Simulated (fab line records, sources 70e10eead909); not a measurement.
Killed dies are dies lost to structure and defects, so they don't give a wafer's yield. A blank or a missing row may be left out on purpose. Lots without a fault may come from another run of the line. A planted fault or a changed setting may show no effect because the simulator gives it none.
fab line records | flow nand_harc | part 2 of 2: steps 26 to 35 of 35
record lots=5 wafers=15 last_day=26
route steps=1159 shown P_M2@348 P_BONDPAD@351
lots that met no fault: from a run of the same line without faults
start_h: hours from the record's first day to the start of the lot's first wafer shown | wait_h: hours since the lot's step before | " the same as in the row above | L1.1+2: a row that stands for several wafers | - no value, or no start given | * or withheld: withheld | < > ~ a bound
route shown NAME@n: a module of which the file shows steps, and the number in the route of the first | usual: mean/standard deviation of fault-free wafers | same: alike in all rows | chamber/n: place in a boat | sites: the reading at each site | _std_site: their standard deviation | _edge_site: outer sites' mean less inner sites' | radius_mm: how far each site lies from the wafer's centre | mask NAME#n: copy n | behind: the tool/chamber that last shaped the wafer | hold: why the lot was held/for how many hours/how that ended | device: the transistor (n, p or np) that didn't switch | end of line: the same wafers' tests at the end of the route | a step without rows: its recipe alone | killed: dies lost to structure and defects at the first sort, not the wafer's yield | map: a wafer's dies, x killed, . not, _ none there
set.NAME: the setting as run; set.NAME@STEP: as run at that earlier step | model.NAME: the simulator's own value behind a step, which no gauge read
lots at some steps of the route; a table a step, a row a wafer
services: from which hour (start_h, from the record's first day; less than 0 if before it) a tool's chamber was out of use, for how many hours, and why
## steps
# step NHARC_P_BONDPAD_STRIP_16
# recipe time_s=600 temp_c=30 chemistry=post_etch_residue_remover
# columns lot.wafer tool chamber start_h wait_h
L075.2+5+4 wet_bench-08 1,2,6 142.00 -
L076.6+4+3 wet_bench-10 2,5,6 148.32 -
L077.2+4+6 wet_bench-10 7,0,1 163.62 -
L078.1+3+4 wet_bench-10 0,1,5 164.47 -
L097.4+1+6 wet_bench-10 6,7,0 269.08 -
# step NHARC_P_BONDPAD_DEGAS_25
# recipe temp_c=300 time_s=60
# usual heater_power_w=470/45
# columns lot.wafer tool chamber start_h wait_h heater_power_w
L075.2 pvd_sputter-01 - 142.28 - 430
L075.4 " - " " 468
L075.5 " - " " 429
L076.4 pvd_sputter-01 - 148.58 - 461
L076.3 " - " " 434
L076.6 " - " " 374
L077.4 pvd_sputter-03 - 163.89 - 522
L077.2 " - " " 510
L077.6 " - " " 531
L078.3 pvd_sputter-01 - 164.75 - 462
L078.1 " - " " 380
L078.4 " - " " 473
L097.1 pvd_sputter-03 - 269.35 - 527
L097.4 " - " " 527
L097.6 " - " " 507
# step NHARC_P_BONDPAD_PRE_CLEAN_26
# recipe time_s=30 temp_c=280 gas=H2/He
# usual heater_power_w=414/40
# columns lot.wafer tool chamber start_h wait_h heater_power_w
L075.4 pvd_sputter-01 - - - 415
L075.2 " - " " 387
L075.5 " - " " 416
L076.4 pvd_sputter-01 - - - 410
L076.3 " - " " 420
L076.6 " - " " 318
L077.4 pvd_sputter-03 - - - 460
L077.2 " - " " 459
L077.6 " - " " 424
L078.3 pvd_sputter-01 - - - 417
L078.4 " - " " 412
L078.1 " - " " 328
L097.1 pvd_sputter-03 - - - 462
L097.4 " - " " 417
L097.6 " - " " 463
# step NHARC_P_BONDPAD_PVD_17
# recipe target_thk_a=50 bias_v=168.6 power_w=15000 chamber_pressure_pa=0.12 time_s=8.06 substrate_temp_c=50 material=TaN
# usual cathode_dc_power_W=15000/2.9 throttle_valve_pct=29.9/0.87
# columns lot.wafer tool chamber start_h wait_h cathode_dc_power_W throttle_valve_pct
L075.4 pvd_sputter-01 - - - 15004 28.5
L075.2 " - " " 15000 29.3
L075.5 " - " " 15002 31.2
L076.3 pvd_sputter-01 - - - 14999 28.6
L076.4 " - " " 15001 30.0
L076.6 " - " " 15000 28.4
L077.4 pvd_sputter-03 - - - 15002 29.2
L077.2 " - " " 15000 30.1
L077.6 " - " " 14993 29.2
L078.1 pvd_sputter-01 - - - 14999 29.6
L078.3 " - " " 15003 30.2
L078.4 " - " " 15003 28.5
L097.4 pvd_sputter-03 - - - 15003 30.8
L097.1 " - " " 15000 30.4
L097.6 " - " " 15000 30.9
# step NHARC_P_BONDPAD_PVD_27
# recipe target_thk_a=300 chamber_pressure_pa=5 power_w=5000 substrate_temp_c=30 time_s=20.49 material=Cu
# usual cathode_dc_power_W=4999.9/0.94 throttle_valve_pct=29.9/0.86
# columns lot.wafer tool chamber start_h wait_h cathode_dc_power_W throttle_valve_pct
L075.2 pvd_sputter-01 - - - 5000.8 28.7
L075.4 " - " " 4999.5 29.5
L075.5 " - " " 5000.3 28.6
L076.3 pvd_sputter-01 - - - 4999.7 28.7
L076.4 " - " " 4999.5 30.0
L076.6 " - " " 4999.1 28.7
L077.2 pvd_sputter-03 - - - 4999.2 29.2
L077.4 " - " " 5000.1 30.5
L077.6 " - " " 5000.0 30.7
L078.4 pvd_sputter-01 - - - 4999.8 30.5
L078.1 " - " " 5000.9 31.4
L078.3 " - " " 4998.5 29.4
L097.1 pvd_sputter-03 - - - 4999.9 30.2
L097.4 " - " " 5002.1 30.6
L097.6 " - " " 5001.8 30.1
# step NHARC_P_BONDPAD_ECD_18
# recipe target_thk_a=4000 bath_temp_c=25 material=Cu
# columns lot.wafer tool chamber start_h wait_h
L075.2+4+5 ecd_cu-02 0,1,0 142.63 -
L076.4+3+6 ecd_cu-02 1,0,1 149.05 -
L077.2+4+6 ecd_cu-01 1,1,0 164.29 -
L078.1+4+3 ecd_cu-02 0,0,1 165.10 -
L097.1+4+6 ecd_cu-01 0,0,1 269.72 -
# step NHARC_P_BONDPAD_ANNEAL_28
# recipe temp_c=225 time_s=90
# usual wafer_temp_C_max=226.12/0.25
# columns lot.wafer tool chamber start_h wait_h wafer_temp_C_max
L075.2 rtp_anneal-02 0 143.06 0.4 226.27
L075.4 " 0 " " 226.04
L075.5 " 0 " " 226.33
L076.3 rtp_anneal-01 0 149.43 0.3 226.00
L076.4 " 0 " " 225.61
L076.6 " 0 " " 226.49
L077.2 rtp_anneal-01 0 164.68 - 225.87
L077.4 " 0 " " 226.26
L077.6 " 0 " " 225.61
L078.1 rtp_anneal-01 0 165.49 0.3 226.66
L078.3 " 0 " " 226.16
L078.4 " 0 " " 226.25
L097.1 rtp_anneal-01 0 270.09 - 225.82
L097.4 " 0 " " 225.82
L097.6 " 0 " " 225.71
# step NHARC_P_BONDPAD_CMP_19
# recipe t_overpolish_s=30 cu_recess_touch_s=16 target_thk_nm=160.81
# usual edge_zone_pressure_frac=1.000/0.0055 motor_current_A=12.0/1.5 overpolish_run_s=30.000/0.0093
# columns lot.wafer tool chamber start_h wait_h edge_zone_pressure_frac motor_current_A overpolish_run_s
L075.2 cmp-01 3 143.35 - 1.000 11.9 29.999
L075.4 " 2 " " 1.001 14.3 29.991
L075.5 " 0 " " 0.996 12.5 29.994
L076.4 cmp-03 1 149.70 - 0.997 10.3 29.988
L076.3 " 2 " " 1.003 11.0 29.999
L076.6 " 1 " " 0.991 10.9 29.994
L077.4 cmp-01 3 165.00 - 1.001 10.8 29.997
L077.2 " 1 " " 1.005 12.5 29.995
L077.6 " 2 " " 1.002 13.7 30.008
L078.3 cmp-01 2 165.83 - 1.005 14.7 30.008
L078.4 " 3 " " 1.004 10.9 30.017
L078.1 " 1 " " 1.009 12.5 29.994
L097.1 cmp-01 1 270.44 - 1.007 11.7 29.994
L097.4 " 2 " " 1.006 14.6 29.983
L097.6 " 1 " " 1.004 11.9 30.004
# step NHARC_P_BONDPAD_THK_MEAS_20
# recipe thk_meas_gauge=xrf
# usual thk_nm=160.9/1.6
# columns lot.wafer tool chamber start_h wait_h thk_nm
L075.2 film_metro-02 - 143.68 - 160.6
L075.4 " - " " 160.1
L075.5 " - " " 161.8
L076.3 film_metro-02 - 150.00 - 162.0
L076.4 " - " " 161.3
L076.6 " - " " 159.4
L077.2 film_metro-01 - 165.29 - 158.0
L077.4 " - " " 161.5
L077.6 " - " " 160.2
L078.1 film_metro-01 - 166.16 - 160.7
L078.3 " - " " 161.3
L078.4 " - " " 159.7
L097.1 film_metro-02 - 270.76 - 160.0
L097.4 " - " " 162.2
L097.6 " - " " 160.5
# step NHARC_P_BONDPAD_SRD_21
# recipe time_s=30 temp_c=23 dry_time_s=20 spin_rpm=1500
# usual co2_resistivity_mohm_cm=0.2000/0.0019 spin_rpm=1500.1/0.82
# columns lot.wafer tool chamber start_h wait_h co2_resistivity_mohm_cm spin_rpm
L075.4 wet_bench-10 6 143.72 0.0 0.2005 1499.2
L075.5 " 7 " " 0.1986 1499.5
L075.2 " 2 " " 0.2001 1499.3
L076.3 wet_bench-08 1 150.04 0.0 0.2019 1501.1
L076.6 " 2 " " 0.1981 1500.6
L076.4 " 5 " " 0.1991 1499.6
L077.6 wet_bench-08 0 165.33 0.0 0.2025 1500.2
L077.4 " 2 " " 0.1992 1500.7
L077.2 " 5 " " 0.2004 1500.4
L078.4 wet_bench-10 6 166.20 0.0 0.2010 1499.2
L078.1 " 7 " " 0.2006 1499.0
L078.3 " 2 " " 0.1994 1500.5
L097.6 wet_bench-08 6 270.80 0.0 0.2004 1500.7
L097.4 " 1 " " 0.2006 1499.7
L097.1 " 2 " " 0.2011 1501.8
## services
# columns tool chamber start_h hours kind
pvd_sputter-03 - 116.72 3.6 repair
pecvd-02 1 117.41 11.5 repair
rie_diel-04 0 124.55 4.5 repair
pecvd-04 1 124.76 10.0 repair
cmp-01 - 134.17 0.5 repair
pecvd-02 - 153.00 13.0 pm
pvd_sputter-01 - 165.19 10.0 pm
cmp-01 - 179.50 4.0 pm
pvd_sputter-03 - 180.46 4.8 repair
rie_diel-04 - 183.67 0.3 repair
pecvd-04 - 186.25 0.7 repair
rie_diel-04 3 186.82 8.7 repair
litho_track-07 - 189.00 7.0 pm
pvd_sputter-03 - 191.94 1.0 repair
pecvd-04 - 195.01 13.0 pm
pecvd-03 0 206.26 7.3 repair
litho_track-03 - 213.00 7.0 pm
rie_diel-04 - 214.41 0.8 repair
pecvd-04 2 223.92 8.1 repair
wet_bench-08 - 230.40 8.0 pm
litho_track-05 - 237.00 7.0 pm
wet_bench-10 - 247.20 8.0 pm
pecvd-03 1 263.79 6.2 repair
cmp-01 - 266.31 0.3 repair
